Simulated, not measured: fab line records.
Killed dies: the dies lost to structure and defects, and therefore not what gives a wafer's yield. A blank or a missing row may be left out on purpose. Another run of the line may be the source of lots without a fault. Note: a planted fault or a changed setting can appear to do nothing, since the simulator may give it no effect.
fab line records	flow nand_harc
record: lots: 5	wafers: 15	last_day: 34
route steps=1302 shown A_CHANNEL_FILL_D2@615
lots with no fault: from the same line, run without faults
start_h: hours from the record's first day to the start of the lot's first wafer shown	wait_h: hours since the lot's step before	" as in the row above	L1.1+2: a single row standing in for several wafers	- either no value or no given start	* or withheld: withheld	< > ~ a bound
route shown NAME@n: names a module that has steps shown in the file, with the first one's number in the route	usual: average and standard deviation across the fault-free wafers	same: alike in all rows	chamber/n: place in a boat	sites: each site's reading	_std_site: the standard deviation of these	_edge_site: mean of outer sites minus mean of inner sites	radius_mm: for every site, how far away it sits from the centre of the wafer	mask NAME#n: copy n	behind: the last tool/chamber to shape the wafer	hold: reason for holding the lot/hours on hold/outcome of the hold	device: which transistor (n, p or np) failed to switch	end of line: tests run on the same wafers once the route is complete	where a step has no rows: the recipe by itself	killed: at the first sort, the dies lost to defects and structure; wafer yield is something else	map: a wafer's dies, x killed, . not, _ none there
set.NAME: the setting the step ran with; set.NAME@STEP: the setting that earlier step ran with	model.NAME: the simulator's own value behind a step, which no gauge read
lots at selected steps of the route; one table per step, one row per wafer
services: when a tool's chamber went out of use (start_h, in hours from the record's first day, below 0 if earlier), for how many hours, and the reason
== steps ==
step: NHARC_A_CHANNEL_FILL_D2_ALD_15
recipe: target_thk_a: 20	pulse_time_s: 60	ald_cycles: 19	temp_c: 630	pressure_torr: 2	material: SiNx
usual: ald_cycles: 19/0	precursor_pulse_height_rel: 1.001/0.019
lot.wafer	tool	chamber	start_h	wait_h	ald_cycles	precursor_pulse_height_rel
L765.3	ald_sin_batch-03	0	-	-	19	0.995
L765.5	"	0	"	"	19	1.023
L765.6	"	0	"	"	19	0.976
L767.2	ald_sin_batch-02	0	-	-	19	0.990
L767.4	"	0	"	"	19	1.022
L767.6	"	0	"	"	19	1.008
L781.1	ald_sin_batch-02	0	-	-	19	1.023
L781.3	"	0	"	"	19	0.979
L781.6	"	0	"	"	19	0.993
L784.3	ald_sin_batch-03	0	-	-	19	1.020
L784.5	"	0	"	"	19	1.054
L784.6	"	0	"	"	19	0.996
L786.1	ald_sin_batch-03	0	545.95	3.0	19	0.992
L786.3	"	0	"	"	19	1.012
L786.4	"	0	"	"	19	1.016
step: NHARC_A_CHANNEL_FILL_D2_ALD_16
recipe: target_thk_a: 15	pulse_time_s: 10	ald_cycles: 15	temp_c: 300	material: SiO2
step: NHARC_A_CHANNEL_FILL_D2_ANNEAL_17
recipe: temp_c: 850	time_s: 1800
step: NHARC_A_CHANNEL_FILL_D2_CVD_18
recipe: target_thk_a: 30	temp_c: 550	material: poly-Si
step: NHARC_A_CHANNEL_FILL_D2_ETCHBACK_19
recipe: target_depth_a: 50	time_s: 1.7	hbr_flow_sccm: 150	cl2_flow_sccm: 50	rf_w: 400	icp_w: 400	bias_w: 100	chemistry: HBr/Cl2
usual: bias_w: 100.00/0.29	chamber_pressure_mTorr: 15.004/0.029	drypump_motor_current_A: 5.6/0.45	hbr_flow_sccm: 150.0/0.47	oes_product_au: 1.000/0.0083	throttle_valve_pct: 26.406/0.0075
lot.wafer	tool	chamber	start_h	wait_h	bias_w	chamber_pressure_mTorr	drypump_motor_current_A	hbr_flow_sccm	oes_product_au	rf_hours_counter_h	throttle_valve_pct
L765.3	rie_si-06	0	328.97	0.4	99.73	15.026	4.9	150.4	0.998	0.6	26.396
L765.6	"	2	"	"	100.23	14.998	6.0	150.5	1.017	-	26.409
L765.5	"	1	"	"	100.08	15.022	6.1	149.5	1.003	-	26.413
L767.4	rie_si-01	0	353.87	0.4	99.91	15.012	5.6	149.1	1.002	1.0	26.410
L767.2	"	1	"	"	99.89	14.993	6.2	150.3	1.005	0.9	26.410
L767.6	"	2	"	"	100.28	15.022	6.0	149.6	1.008	-	26.419
L781.3	rie_si-05	1	501.64	0.4	99.62	15.005	5.1	149.5	1.005	0.0	26.406
L781.1	"	2	"	"	100.23	14.975	6.0	149.6	0.998	0.0	26.401
L781.6	"	2	"	"	99.78	15.022	6.0	150.2	0.996	-	26.406
L784.3	rie_si-06	1	541.42	0.4	100.37	15.013	6.1	150.3	1.002	0.7	26.409
L784.6	"	1	"	"	100.41	15.006	6.1	150.1	0.990	-	26.402
L784.5	"	2	"	"	99.72	14.999	6.1	149.8	0.989	-	26.407
L786.3	rie_si-05	1	559.86	0.4	99.54	15.003	5.0	150.1	0.991	0.4	26.398
L786.1	"	2	"	"	100.00	15.006	6.0	149.6	0.997	0.3	26.400
L786.4	"	1	"	"	99.71	15.009	5.0	150.3	1.005	-	26.389
step: NHARC_A_CHANNEL_FILL_D2_ETCHBACK_20
recipe: target_depth_a: 270	time_s: 13.5	c4f8_flow_sccm: withheld	o2_flow_sccm: 8	ar_flow_sccm: withheld	rf_w: 600	bias_w: 1500	chemistry: C4F8/O2/Ar
usual: bias_w: 1500/4.6	chamber_pressure_mTorr: 25.000/0.023	oes_product_au: 0.988/0.023	rf_vpp_V: 976/4.2
lot.wafer	tool	chamber	start_h	wait_h	bias_w	chamber_pressure_mTorr	oes_product_au	rf_hours_counter_h	rf_vpp_V
L765.3	rie_diel-10	2	329.13	-	1508	25.008	0.964	3.1	972
L765.5	"	3	"	"	1502	25.010	0.969	-	981
L765.6	"	0	"	"	1500	25.009	0.976	-	977
L767.4	rie_diel-06	2	353.98	-	1500	24.999	1.002	1.8	970
L767.2	"	3	"	"	1499	25.007	0.998	1.8	982
L767.6	"	1	"	"	1496	24.993	0.995	-	975
L781.1	rie_diel-06	2	501.82	-	1505	25.018	0.989	0.4	970
L781.3	"	3	"	"	1503	24.986	1.008	0.5	980
L781.6	"	0	"	"	1498	24.989	0.991	-	975
L784.3	rie_diel-10	2	541.57	-	1499	24.975	0.989	3.3	971
L784.6	"	0	"	"	1502	24.987	0.998	-	975
L784.5	"	1	"	"	1503	24.999	1.001	-	977
L786.4	rie_diel-10	3	559.99	-	1495	25.028	0.978	3.5	982
L786.3	"	0	"	"	1508	24.978	0.984	3.5	978
L786.1	"	2	"	"	1499	25.046	0.970	3.9	971
step: NHARC_A_CHANNEL_FILL_D2_STRIP_28
recipe: time_s: 20	o2_flow_sccm: 500	ar_flow_sccm: 0	bias_w: 0	chemistry: O2
usual: chamber_pressure_mTorr: 60.00/0.054	drypump_motor_current_A: 6.0/0.58	oes_product_au: 1.001/0.0073	rf_vpp_V: 57.6/0.89	showerhead_plenum_p_Torr: 3.46/0.1	throttle_valve_pct: 17.037/0.0091
same: bias_w: 0
lot.wafer	tool	chamber	start_h	wait_h	chamber_pressure_mTorr	drypump_motor_current_A	oes_product_au	rf_hours_counter_h	rf_vpp_V	showerhead_plenum_p_Torr	throttle_valve_pct
L765.3	rie_diel-10	3	329.19	0.1	60.05	5.1	1.000	3.3	57.3	3.61	17.034
L765.5	"	3	"	"	60.01	5.1	1.007	-	59.5	3.61	17.034
L765.6	"	0	"	"	60.03	6.2	1.009	-	56.6	3.48	17.037
L767.2	rie_diel-06	0	354.07	0.1	59.95	5.4	1.003	1.8	58.3	3.42	17.031
L767.4	"	2	"	"	60.00	6.5	1.011	1.9	57.1	3.32	17.042
L767.6	"	0	"	"	59.99	5.4	1.010	-	56.6	3.42	17.022
L781.1	rie_diel-06	0	501.89	0.1	60.03	5.4	0.987	0.4	58.9	3.41	17.042
L781.3	"	2	"	"	59.95	6.5	1.004	0.4	55.1	3.31	17.035
L781.6	"	0	"	"	59.98	5.4	0.994	-	57.6	3.41	17.043
L784.3	rie_diel-10	2	541.65	0.1	59.95	6.1	0.993	3.3	55.6	3.37	17.044
L784.5	"	0	"	"	60.00	6.1	0.991	-	57.7	3.48	17.046
L784.6	"	1	"	"	60.02	5.0	0.994	-	56.8	3.49	17.014
L786.3	rie_diel-10	0	560.09	0.1	60.00	6.2	0.995	3.5	57.9	3.48	17.049
L786.1	"	1	"	"	60.00	5.1	1.003	3.7	57.7	3.49	17.033
L786.4	"	2	"	"	60.12	6.1	0.994	3.9	56.4	3.37	17.039
step: NHARC_A_CHANNEL_FILL_D2_PRECLEAN_21
recipe: time_s: 30	chemistry: dHF
step: NHARC_A_CHANNEL_FILL_D2_SRD_23
step: NHARC_A_CHANNEL_FILL_D2_CVD_05
recipe: target_thk_a: 50	temp_c: 550	material: poly-Si
step: NHARC_A_CHANNEL_FILL_D2_ANNEAL_22
recipe: temp_c: 620	time_s: 7200
step: NHARC_A_CHANNEL_FILL_D2_ALD_25
recipe: target_thk_a: 600	pulse_time_s: 10	ald_cycles: 600	temp_c: 300	material: SiOx
usual: ald_cycles: 600/0	heater_power_outer_w: 268/21	heater_power_w: 484/31	precursor_pulse_height_rel: 1.001/0.02
lot.wafer	tool	chamber	start_h	wait_h	ald_cycles	heater_power_outer_w	heater_power_w	precursor_pulse_height_rel
L765.3	ald_hk-03	1	341.71	1.3	600	264	461	1.017
L765.5	"	0	345.43	5.0	600	253	463	1.022
L765.6	"	1	346.67	6.2	600	265	445	0.977
L767.2	ald_hk-04	1	366.38	0.7	600	306	549	1.006
L767.4	"	3	367.62	1.9	600	293	495	1.003
L767.6	"	0	"	"	600	266	502	1.005
L781.3	ald_hk-04	0	517.99	3.7	553	274	510	0.991
L781.1	"	1	"	"	600	295	547	1.025
L781.6	"	3	519.82	5.5	600	294	496	0.987
L784.3	ald_hk-03	1	554.20	1.3	600	260	441	1.043
L784.6	"	3	555.43	2.5	600	262	496	0.986
L784.5	"	0	"	"	600	253	479	1.000
L786.3	ald_hk-01	3	573.19	0.7	600	307	523	0.993
L786.1	"	0	"	"	600	257	460	1.002
L786.4	"	1	"	"	600	305	532	0.984
step: NHARC_A_CHANNEL_FILL_D2_ETCHBACK_08
recipe: target_depth_a: 2200	time_s: 110	c4f8_flow_sccm: 20	ar_flow_sccm: withheld	rf_w: 600	bias_w: 300	chemistry: C4F8
usual: chamber_pressure_mTorr: 24.997/0.022	oes_product_au: 0.97/0.034	rf_vpp_V: 439.6/2.2
lot.wafer	tool	chamber	start_h	wait_h	chamber_pressure_mTorr	oes_product_au	rf_hours_counter_h	rf_vpp_V
L765.3	rie_diel-06	0	-	-	24.981	1.01	2	437.5
L765.5	"	1	"	"	25.012	1.01	-	439.2
L765.6	"	2	"	"	24.992	1.01	-	435.9
L767.4	rie_diel-10	2	-	-	24.986	1.00	4	438.9
L767.2	"	3	"	"	24.983	1.01	4	441.9
L767.6	"	2	"	"	25.017	1.00	-	439.0
L781.1	rie_diel-06	3	-	-	25.043	0.94	1	442.0
L781.3	"	2	"	"	24.984	0.93	1	436.6
L781.6	"	3	"	"	25.001	0.94	-	441.4
L784.3	rie_diel-10	1	-	-	25.030	0.92	4	440.2
L784.6	"	0	"	"	24.982	0.92	-	437.6
L784.5	"	1	"	"	25.003	0.92	-	440.7
L786.3	rie_diel-06	2	-	-	24.985	0.99	3	437.1
L786.4	"	3	"	"	24.958	1.00	3	441.6
L786.1	"	0	"	"	24.977	0.98	3	438.4
== services ==
tool	chamber	start_h	hours	kind
rie_si-05	-	305.05	9.0	pm
rie_diel-06	-	307.20	9.0	pm
rie_si-05	-	318.84	16.5	repair
rie_si-06	-	322.90	0.5	repair
rie_si-06	3	328.25	3.7	repair
ald_sin_batch-02	-	330.39	4.0	repair
rie_diel-10	0	344.38	7.0	repair
rie_si-05	-	352.10	0.3	repair
rie_si-05	-	404.99	0.1	repair
rie_si-05	3	417.00	1.2	repair
rie_diel-10	-	419.50	9.0	pm
rie_si-06	-	426.00	9.0	pm
rie_diel-06	3	427.29	5.4	repair
ald_hk-04	-	434.30	10.0	pm
ald_sin_batch-03	-	455.96	8.8	repair
ald_hk-03	-	464.29	0.4	repair
rie_diel-06	1	474.52	13.1	repair
rie_si-06	-	478.19	7.1	repair
rie_si-05	-	482.05	9.0	pm
rie_diel-06	-	484.20	9.0	pm
rie_si-05	0	497.42	23.1	repair
rie_diel-10	3	509.78	9.9	repair
rie_si-05	0	551.88	8.3	repair
ald_hk-03	-	568.85	10.0	pm
== key ==
first_sign: step: NHARC_A_CHANNEL_FILL_D2_ALD_25	reading: ald_cycles	direction: down	sigmas: 99+	usual: 600	struck: 553
effect none on later readings
met_at NHARC_A_CHANNEL_FILL_D2_ALD_25
struck_wafers L781.3
tester_left_out L781
onset_between 366.38 517.99
fault: kind: process_parameter_drift	tool: ald_hk-04	chamber: -	onset_h: 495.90	steps: NHARC_A_CHANNEL_FILL_D2_ALD_25	channel: ald_cycles	offset: -47	shape: step	end_h: 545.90	scope: struck_wafers_only	acts_in: these_recipes_only	stated: 600
tester_left_out: of these lots the tester's yield and bins aren't shown, on N5 and GAA mostly nor the transistor test; their killed dies are dies lost to structure and defects alone, not to doping, threshold or leakage, so they don't give the yield
